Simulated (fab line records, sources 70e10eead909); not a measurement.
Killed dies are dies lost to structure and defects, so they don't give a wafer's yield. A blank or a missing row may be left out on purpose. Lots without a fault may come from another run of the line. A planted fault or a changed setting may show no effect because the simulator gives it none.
Chamber matching | flow nand_harc | NHARC_A_CHANNEL_FILL_D1_ETCHBACK_20 on rie_diel-07: 4 sister chambers
The step etches the open film in C4F8/O2/Ar, target depth 27 nm, time 13.5 s. 14 wafers are shown with their chamber, then 7 later ones without.

WAFERS WITH THEIR CHAMBER
wafer  | chamber | rf_vpp_V (V) | oes_product_au (a.u.)
L074.3 | 2       | 977          | 0.92
L074.5 | 0       | 982          | 0.93
L074.6 | 1       | 969          | 0.93
L077.2 | 1       | 969          | 0.94
L077.3 | 3       | 980          | 0.92
L077.5 | 2       | 978          | 0.93
L083.1 | 2       | 978          | 1.00
L083.2 | 0       | 983          | 1.00
L083.5 | 3       | 980          | 0.99
L087.1 | 1       | 970          | 1.01
L087.3 | 3       | 980          | 1.01
L087.5 | 3       | 978          | 1.00
L090.1 | 0       | 981          | 1.01
L090.4 | 1       | 970          | 1.01

SIGNATURES (means of the wafers above)
reading        | chamber 0 | chamber 1 | chamber 2 | chamber 3 | scatter within a chamber
rf_vpp_V       | 982.00    | 969.50    | 977.67    | 979.50    | 0.816
oes_product_au | 0.9800    | 0.9725    | 0.9500    | 0.9800    | 0.0427
Rule: a wafer's distance from a chamber is the root of the sum, over the readings, of the square of ((its reading less the chamber's mean) divided by the reading's scatter). The wafer belongs to the nearest chamber; if the next one is less than 2 further off, it can't be placed. The scatter: the root of (the sum of the squares of (reading less its chamber's mean) over the shown wafers, divided by (wafers less chambers)).

WAFERS WITHOUT THEIR CHAMBER
wafer  | rf_vpp_V (V) | oes_product_au (a.u.)
L090.6 | 983          | 1.01
L091.1 | 982          | 0.93
L091.2 | 977          | 0.92
L091.3 | 970          | 0.93
L095.2 | 981          | 0.93
L095.5 | 982          | 0.94
L095.6 | 969          | 0.93

WHICH CHAMBER EACH WENT THROUGH
wafer  | from the rows above     | in truth
L090.6 | 0                       | 0
L091.1 | 0                       | 0
L091.2 | 2                       | 2
L091.3 | 1                       | 1
L095.2 | can't be placed: 0 or 3 | 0
L095.5 | 0                       | 0
L095.6 | 1                       | 1
Placed correctly: 6 of 7. Can't be placed from these rows: 1 (the true chamber is among the candidates in 1). Placed wrongly: 0.
